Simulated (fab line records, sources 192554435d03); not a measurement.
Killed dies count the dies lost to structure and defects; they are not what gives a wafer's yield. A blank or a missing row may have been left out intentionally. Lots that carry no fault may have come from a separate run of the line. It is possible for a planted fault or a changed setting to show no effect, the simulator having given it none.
The tool behind it: which one? / flow n5Finfet / 8 lots, 24 wafers sampled, at 6 steps of a route of 1938

== WHAT THE GAUGES READ, wafer by wafer ==
N5_FIN_CUT_INSPECT_17: inspects for defects (brightfield). Usual: 225 for rawDefectCount, sd 59.
lot=L161; measured=day 2 16:22; on=defectInspect-01; rawDefectCount=371 337 364; flag=
lot=L162; measured=day 2 21:53; on=defectInspect-02; rawDefectCount=141 171 200; flag=
lot=L173; measured=day 5 17:06; on=defectInspect-01; rawDefectCount=1578 1595 1614; flag=OFF
lot=L174; measured=day 5 23:27; on=defectInspect-02; rawDefectCount=1518 1458 1519; flag=OFF
lot=L177; measured=day 6 16:50; on=defectInspect-02; rawDefectCount=1548 1543 1583; flag=OFF
lot=L180; measured=day 7 11:13; on=defectInspect-02; rawDefectCount=218 253 293; flag=
lot=L181; measured=day 7 16:17; on=defectInspect-01; rawDefectCount=158 191 188; flag=
lot=L182; measured=day 7 21:46; on=defectInspect-01; rawDefectCount=287 264 192; flag=

N5_BEOL_M4_RC_MEAS_101. Usual: DIBL_N 35.8 mV/V, standard deviation 1.8; DIBL_P 35.6 mV/V, standard deviation 2; IOFF_N 0.148 nA/um, standard deviation 0.028; IOFF_P 0.20 nA/um, standard deviation 0.034; ION_N 672 uA/um, standard deviation 12; ION_P 462 uA/um, standard deviation 8.5; SS_N 71.2 mV/dec, standard deviation 0.65; SS_P 73.1 mV/dec, standard deviation 0.67; VT_N 251 mV, standard deviation 3.3; VT_P -251 mV, standard deviation 3.8.
lot=L161; measured=day 8 00:16; on=prober-01; DIBL_N (mV/V)=35.3 34.6 35.5; DIBL_P (mV/V)=35.9 34.8 35.3; IOFF_N (nA/um)=0.161 0.154 0.159; IOFF_P (nA/um)=0.22 0.20 0.22; ION_N (uA/um)=685 675 682; ION_P (uA/um)=471 462 471; SS_N (mV/dec)=71.8 71.3 72.4; SS_P (mV/dec)=73.3 73.1 72.5; VT_N (mV)=252 250 252; VT_P (mV)=-248 -248 -248; flag=
lot=L162; measured=day 9 00:37; on=prober-01; DIBL_N (mV/V)=36.3 36.9 38.3; DIBL_P (mV/V)=34.1 34.5 36.7; IOFF_N (nA/um)=0.138 0.141 0.175; IOFF_P (nA/um)=0.20 0.21 0.24; ION_N (uA/um)=662 675 677; ION_P (uA/um)=464 469 468; SS_N (mV/dec)=71.5 70.9 71.1; SS_P (mV/dec)=73.2 73.8 73.7; VT_N (mV)=253 253 247; VT_P (mV)=-248 -248 -248; flag=
lot=L173; measured=day 11 04:51; on=prober-01; DIBL_N (mV/V)=34.9 34.6 34.2; DIBL_P (mV/V)=35.3 34.7 35.1; IOFF_N (nA/um)=0.141 0.142 0.134; IOFF_P (nA/um)=0.21 0.21 0.21; ION_N (uA/um)=672 671 673; ION_P (uA/um)=466 473 463; SS_N (mV/dec)=71.2 70.9 70.0; SS_P (mV/dec)=72.7 72.8 72.3; VT_N (mV)=251 252 249; VT_P (mV)=-248 -251 -251; flag=
lot=L174; measured=day 11 22:08; on=prober-02; DIBL_N (mV/V)=32.9 35.7 34.3; DIBL_P (mV/V)=33.5 35.7 34.1; IOFF_N (nA/um)=0.126 0.171 0.139; IOFF_P (nA/um)=0.21 0.24 0.22; ION_N (uA/um)=676 688 684; ION_P (uA/um)=472 475 471; SS_N (mV/dec)=70.3 71.7 71.1; SS_P (mV/dec)=73.4 74.5 73.3; VT_N (mV)=251 247 252; VT_P (mV)=-248 -245 -244; flag=
lot=L177; measured=day 12 03:19; on=prober-01; DIBL_N (mV/V)=38.5 35.8 35.6; DIBL_P (mV/V)=39.8 34.5 36.1; IOFF_N (nA/um)=0.191 0.137 0.146; IOFF_P (nA/um)=0.25 0.17 0.18; ION_N (uA/um)=679 663 683; ION_P (uA/um)=463 454 466; SS_N (mV/dec)=72.1 71.6 71.5; SS_P (mV/dec)=73.7 73.0 73.1; VT_N (mV)=248 252 251; VT_P (mV)=-248 -252 -255; flag=
lot=L180; measured=day 13 02:19; on=prober-01; DIBL_N (mV/V)=38.6 37.8 38.0; DIBL_P (mV/V)=41.2 39.5 39.9; IOFF_N (nA/um)=0.200 0.181 0.183; IOFF_P (nA/um)=0.27 0.24 0.25; ION_N (uA/um)=678 684 682; ION_P (uA/um)=464 462 472; SS_N (mV/dec)=72.5 71.2 72.0; SS_P (mV/dec)=74.2 73.9 74.1; VT_N (mV)=245 247 250; VT_P (mV)=-247 -249 -247; flag=
lot=L181; measured=day 13 18:52; on=prober-02; DIBL_N (mV/V)=35.8 38.4 35.3; DIBL_P (mV/V)=35.0 37.4 33.1; IOFF_N (nA/um)=0.147 0.197 0.138; IOFF_P (nA/um)=0.19 0.24 0.18; ION_N (uA/um)=677 691 682; ION_P (uA/um)=463 478 464; SS_N (mV/dec)=71.3 71.6 71.0; SS_P (mV/dec)=72.4 72.5 71.9; VT_N (mV)=250 246 254; VT_P (mV)=-248 -247 -250; flag=
lot=L182; measured=day 13 22:43; on=prober-02; DIBL_N (mV/V)=34.5 35.1 35.3; DIBL_P (mV/V)=34.1 35.6 35.2; IOFF_N (nA/um)=0.145 0.163 0.164; IOFF_P (nA/um)=0.19 0.21 0.21; ION_N (uA/um)=673 687 692; ION_P (uA/um)=471 470 469; SS_N (mV/dec)=70.7 70.5 70.9; SS_P (mV/dec)=72.4 72.9 72.9; VT_N (mV)=249 246 247; VT_P (mV)=-249 -247 -247; flag=

== WHAT TOOL EACH LOT RAN ON (gives the tool, then ch and the chambers of the sampled wafers, and finally the start) ==
lot=L161; N5_FIN_CUT_ETCH_30=rieDiel-01 ch 2,3, day 2 15:30; N5_FIN_CUT_ETCH_20=rieDiel-01 ch 2,3, day 2 15:31; N5_FIN_CUT_ETCH_21=rieDiel-01 ch 2,3, day 2 15:34; N5_FIN_CUT_STRIP_22=rieDiel-02 ch 0,2, day 2 16:13
lot=L162; N5_FIN_CUT_ETCH_30=rieDiel-01 ch 2,3, day 2 21:01; N5_FIN_CUT_ETCH_20=rieDiel-01 ch 2,3, day 2 21:02; N5_FIN_CUT_ETCH_21=rieDiel-01 ch 2,3, day 2 21:04; N5_FIN_CUT_STRIP_22=rieDiel-01 ch 2,3, day 2 21:43
lot=L173; N5_FIN_CUT_ETCH_30=rieDiel-01 ch 0,2,3, day 5 16:10; N5_FIN_CUT_ETCH_20=rieDiel-01 ch 0,2,3, day 5 16:11; N5_FIN_CUT_ETCH_21=rieDiel-01 ch 0,2,3, day 5 16:13; N5_FIN_CUT_STRIP_22=rieDiel-01 ch 0,1,3, day 5 16:52
lot=L174; N5_FIN_CUT_ETCH_30=rieDiel-01 ch 2,3, day 5 22:35; N5_FIN_CUT_ETCH_20=rieDiel-01 ch 2,3, day 5 22:36; N5_FIN_CUT_ETCH_21=rieDiel-01 ch 2,3, day 5 22:38; N5_FIN_CUT_STRIP_22=rieDiel-02 ch 0,3, day 5 23:17
lot=L177; N5_FIN_CUT_ETCH_30=rieDiel-01 ch 0,1,2, day 6 15:52; N5_FIN_CUT_ETCH_20=rieDiel-01 ch 0,1,2, day 6 15:53; N5_FIN_CUT_ETCH_21=rieDiel-01 ch 0,1,2, day 6 15:56; N5_FIN_CUT_STRIP_22=rieDiel-01 ch 0,1,3, day 6 16:40
lot=L180; N5_FIN_CUT_ETCH_30=rieDiel-02 ch 1,3, day 7 10:19; N5_FIN_CUT_ETCH_20=rieDiel-02 ch 1,3, day 7 10:20; N5_FIN_CUT_ETCH_21=rieDiel-02 ch 1,3, day 7 10:22; N5_FIN_CUT_STRIP_22=rieDiel-02 ch 1,3, day 7 11:03
lot=L181; N5_FIN_CUT_ETCH_30=rieDiel-04 ch 1,2,3, day 7 15:24; N5_FIN_CUT_ETCH_20=rieDiel-04 ch 1,2,3, day 7 15:25; N5_FIN_CUT_ETCH_21=rieDiel-04 ch 1,2,3, day 7 15:28; N5_FIN_CUT_STRIP_22=rieDiel-02 ch 0,2, day 7 16:07
lot=L182; N5_FIN_CUT_ETCH_30=rieDiel-04 ch 0,1,3, day 7 20:53; N5_FIN_CUT_ETCH_20=rieDiel-04 ch 0,1,3, day 7 20:55; N5_FIN_CUT_ETCH_21=rieDiel-04 ch 0,1,3, day 7 20:56; N5_FIN_CUT_STRIP_22=rieDiel-02 ch 1,3, day 7 21:36
- N5_FIN_CUT_ETCH_30: etches underlayer in N2/H2, target depth 13 nm, time 10.4 s.
- N5_FIN_CUT_ETCH_20: etches SiARC in CF4, target depth 26 nm, time 43.3 s.
- N5_FIN_CUT_ETCH_21: etches SOC in N2/H2, target depth 219 nm, overetch 43.8 nm, time 523.5 s.
- N5_FIN_CUT_STRIP_22: strips in N2/H2.

== AS READ BY THE TOOLS THEMSELVES (means over the sampled wafers that have a number; for cases with no such wafer, the mark the record gives instead) ==
N5_FIN_CUT_ETCH_30. Usual: drypumpMotorCurrentA 5.5 A, standard deviation 0.49; etchRfOnTimeS 10.32 s, standard deviation 0.24; oesProductAu 0.65 a.u., standard deviation 0.07; rfVppV 524.6 V, standard deviation 2.5; showerheadPlenumPTorr 2.57 Torr, standard deviation 0.082; throttleValvePct 17.84 %, standard deviation 0.16.
lot=L161; tool=rieDiel-01; drypumpMotorCurrentA (A)=5.5; etchRfOnTimeS (s)=10.46; oesProductAu (a.u.)=0.64; rfVppV (V)=524.3; showerheadPlenumPTorr (Torr)=2.59; throttleValvePct (%)=17.91; flag=
lot=L162; tool=rieDiel-01; drypumpMotorCurrentA (A)=5.6; etchRfOnTimeS (s)=10.32; oesProductAu (a.u.)=0.64; rfVppV (V)=524.9; showerheadPlenumPTorr (Torr)=2.59; throttleValvePct (%)=17.93; flag=
lot=L173; tool=rieDiel-01; drypumpMotorCurrentA (A)=5.5; etchRfOnTimeS (s)=10.26; oesProductAu (a.u.)=0.66; rfVppV (V)=526.7; showerheadPlenumPTorr (Torr)=2.63; throttleValvePct (%)=17.84; flag=
lot=L174; tool=rieDiel-01; drypumpMotorCurrentA (A)=5.6; etchRfOnTimeS (s)=10.38; oesProductAu (a.u.)=0.62; rfVppV (V)=524.9; showerheadPlenumPTorr (Torr)=2.61; throttleValvePct (%)=17.81; flag=
lot=L177; tool=rieDiel-01; drypumpMotorCurrentA (A)=5.5; etchRfOnTimeS (s)=10.23; oesProductAu (a.u.)=0.65; rfVppV (V)=525.3; showerheadPlenumPTorr (Torr)=2.58; throttleValvePct (%)=17.85; flag=
lot=L180; tool=rieDiel-02; drypumpMotorCurrentA (A)=5.4; etchRfOnTimeS (s)=10.31; oesProductAu (a.u.)=0.68; rfVppV (V)=525.3; showerheadPlenumPTorr (Torr)=2.58; throttleValvePct (%)=17.83; flag=
lot=L181; tool=rieDiel-04; drypumpMotorCurrentA (A)=5.2; etchRfOnTimeS (s)=10.45; oesProductAu (a.u.)=0.66; rfVppV (V)=524.5; showerheadPlenumPTorr (Torr)=2.58; throttleValvePct (%)=17.92; flag=
lot=L182; tool=rieDiel-04; drypumpMotorCurrentA (A)=5.4; etchRfOnTimeS (s)=10.40; oesProductAu (a.u.)=0.67; rfVppV (V)=522.2; showerheadPlenumPTorr (Torr)=2.50; throttleValvePct (%)=17.88; flag=

N5_FIN_CUT_ETCH_20. Usual: drypumpMotorCurrentA 5.5 A, standard deviation 0.49; etchRfOnTimeS 42.9 s, standard deviation 1.1; oesProductAu 0.65 a.u., standard deviation 0.071; rfVppV 184.2 V, standard deviation 1.1; showerheadPlenumPTorr 2.17 Torr, standard deviation 0.068; throttleValvePct 15.62 %, standard deviation 0.16.
lot=L161; tool=rieDiel-01; drypumpMotorCurrentA (A)=5.5; etchRfOnTimeS (s)=43.2; oesProductAu (a.u.)=0.64; rfVppV (V)=183.9; showerheadPlenumPTorr (Torr)=2.18; throttleValvePct (%)=15.65; flag=
lot=L162; tool=rieDiel-01; drypumpMotorCurrentA (A)=5.5; etchRfOnTimeS (s)=43.2; oesProductAu (a.u.)=0.64; rfVppV (V)=184.7; showerheadPlenumPTorr (Torr)=2.17; throttleValvePct (%)=15.64; flag=
lot=L173; tool=rieDiel-01; drypumpMotorCurrentA (A)=5.5; etchRfOnTimeS (s)=42.0; oesProductAu (a.u.)=0.67; rfVppV (V)=184.0; showerheadPlenumPTorr (Torr)=2.21; throttleValvePct (%)=15.61; flag=
lot=L174; tool=rieDiel-01; drypumpMotorCurrentA (A)=5.6; etchRfOnTimeS (s)=42.6; oesProductAu (a.u.)=0.62; rfVppV (V)=184.7; showerheadPlenumPTorr (Torr)=2.20; throttleValvePct (%)=15.67; flag=
lot=L177; tool=rieDiel-01; drypumpMotorCurrentA (A)=5.6; etchRfOnTimeS (s)=42.0; oesProductAu (a.u.)=0.65; rfVppV (V)=184.4; showerheadPlenumPTorr (Torr)=2.16; throttleValvePct (%)=15.59; flag=
lot=L180; tool=rieDiel-02; drypumpMotorCurrentA (A)=5.4; etchRfOnTimeS (s)=42.4; oesProductAu (a.u.)=0.68; rfVppV (V)=183.7; showerheadPlenumPTorr (Torr)=2.20; throttleValvePct (%)=15.75; flag=
lot=L181; tool=rieDiel-04; drypumpMotorCurrentA (A)=5.2; etchRfOnTimeS (s)=43.1; oesProductAu (a.u.)=0.66; rfVppV (V)=184.9; showerheadPlenumPTorr (Torr)=2.17; throttleValvePct (%)=15.69; flag=
lot=L182; tool=rieDiel-04; drypumpMotorCurrentA (A)=5.5; etchRfOnTimeS (s)=43.5; oesProductAu (a.u.)=0.67; rfVppV (V)=183.8; showerheadPlenumPTorr (Torr)=2.11; throttleValvePct (%)=15.66; flag=

N5_FIN_CUT_ETCH_21. Usual: drypumpMotorCurrentA 5.5 A, standard deviation 0.49; oesProductAu 0.70 a.u., standard deviation 0.071; rfVppV 241.0 V, standard deviation 1.2; showerheadPlenumPTorr 2.57 Torr, standard deviation 0.082; throttleValvePct 17.79 %, standard deviation 0.16.
lot=L161; tool=rieDiel-01; drypumpMotorCurrentA (A)=5.5; oesProductAu (a.u.)=0.69; rfVppV (V)=241.1; showerheadPlenumPTorr (Torr)=2.59; throttleValvePct (%)=17.86; flag=
lot=L162; tool=rieDiel-01; drypumpMotorCurrentA (A)=5.5; oesProductAu (a.u.)=0.70; rfVppV (V)=240.9; showerheadPlenumPTorr (Torr)=2.59; throttleValvePct (%)=17.87; flag=
lot=L173; tool=rieDiel-01; drypumpMotorCurrentA (A)=5.5; oesProductAu (a.u.)=0.71; rfVppV (V)=241.8; showerheadPlenumPTorr (Torr)=2.63; throttleValvePct (%)=17.81; flag=
lot=L174; tool=rieDiel-01; drypumpMotorCurrentA (A)=5.6; oesProductAu (a.u.)=0.66; rfVppV (V)=241.8; showerheadPlenumPTorr (Torr)=2.61; throttleValvePct (%)=17.77; flag=
lot=L177; tool=rieDiel-01; drypumpMotorCurrentA (A)=5.6; oesProductAu (a.u.)=0.69; rfVppV (V)=241.5; showerheadPlenumPTorr (Torr)=2.58; throttleValvePct (%)=17.81; flag=
lot=L180; tool=rieDiel-02; drypumpMotorCurrentA (A)=5.4; oesProductAu (a.u.)=0.73; rfVppV (V)=241.2; showerheadPlenumPTorr (Torr)=2.58; throttleValvePct (%)=17.78; flag=
lot=L181; tool=rieDiel-04; drypumpMotorCurrentA (A)=5.2; oesProductAu (a.u.)=0.71; rfVppV (V)=241.0; showerheadPlenumPTorr (Torr)=2.58; throttleValvePct (%)=17.87; flag=
lot=L182; tool=rieDiel-04; drypumpMotorCurrentA (A)=5.5; oesProductAu (a.u.)=0.72; rfVppV (V)=239.9; showerheadPlenumPTorr (Torr)=2.50; throttleValvePct (%)=17.84; flag=

N5_FIN_CUT_STRIP_22. Usual: drypumpMotorCurrentA 5.6 A, standard deviation 0.54; oesProductAu 0.76 a.u., standard deviation 0.078; rfVppV 54.6 V, standard deviation 2.4; showerheadPlenumPTorr 3.39 Torr, standard deviation 0.1; throttleValvePct 18.92 %, standard deviation 0.28.
lot=L161; tool=rieDiel-02; drypumpMotorCurrentA (A)=5.6; oesProductAu (a.u.)=0.73; rfVppV (V)=57.6; showerheadPlenumPTorr (Torr)=3.40; throttleValvePct (%)=18.89; flag=
lot=L162; tool=rieDiel-01; drypumpMotorCurrentA (A)=5.6; oesProductAu (a.u.)=0.74; rfVppV (V)=52.6; showerheadPlenumPTorr (Torr)=3.45; throttleValvePct (%)=18.74; flag=
lot=L173; tool=rieDiel-01; drypumpMotorCurrentA (A)=5.7; oesProductAu (a.u.)=0.74; rfVppV (V)=54.6; showerheadPlenumPTorr (Torr)=3.44; throttleValvePct (%)=18.61; flag=
lot=L174; tool=rieDiel-02; drypumpMotorCurrentA (A)=6.0; oesProductAu (a.u.)=0.77; rfVppV (V)=54.2; showerheadPlenumPTorr (Torr)=3.41; throttleValvePct (%)=19.17; flag=
lot=L177; tool=rieDiel-01; drypumpMotorCurrentA (A)=5.7; oesProductAu (a.u.)=0.75; rfVppV (V)=51.3; showerheadPlenumPTorr (Torr)=3.43; throttleValvePct (%)=18.65; flag=
lot=L180; tool=rieDiel-02; drypumpMotorCurrentA (A)=5.2; oesProductAu (a.u.)=0.82; rfVppV (V)=55.3; showerheadPlenumPTorr (Torr)=3.35; throttleValvePct (%)=19.09; flag=
lot=L181; tool=rieDiel-02; drypumpMotorCurrentA (A)=5.6; oesProductAu (a.u.)=0.71; rfVppV (V)=55.3; showerheadPlenumPTorr (Torr)=3.38; throttleValvePct (%)=18.95; flag=
lot=L182; tool=rieDiel-02; drypumpMotorCurrentA (A)=5.2; oesProductAu (a.u.)=0.84; rfVppV (V)=54.3; showerheadPlenumPTorr (Torr)=3.35; throttleValvePct (%)=19.11; flag=

== THE ANSWER, worked out from the rows above alone ==
Rule: lot off if the mean of its wafers having a number is beyond 3 standard deviations from the usual mean. Also off: a lot with no number at a reading for which 4 or more lots have one. Any other lot the step has rows for is counted as sound. The gauges are gone through in route order, then the tools' own readings, and for those a lot's mean is taken as printed above. The first step at which some lot is off is used, and at that step the reading that is off furthest; a lot without a number counts as furthest.
Off: L173, L174, L177 (N5_FIN_CUT_INSPECT_17, rawDefectCount).
A tool fits if, at a process step before that reading, it ran every lot that is off, and no sound lot after the first of them. Gauges at N5_FIN_CUT_INSPECT_17: tried the same way as those tools. One fits: N5_FIN_CUT_ETCH_30 and N5_FIN_CUT_ETCH_20 and N5_FIN_CUT_ETCH_21 on rieDiel-01. At N5_FIN_CUT_ETCH_30 its last sound lot is L162 (day 2 21:01), its first lot that is off L173 (day 5 16:10): a fault that began between those two fits.

== WHAT THE SIMULATOR HAD PUT IN ==
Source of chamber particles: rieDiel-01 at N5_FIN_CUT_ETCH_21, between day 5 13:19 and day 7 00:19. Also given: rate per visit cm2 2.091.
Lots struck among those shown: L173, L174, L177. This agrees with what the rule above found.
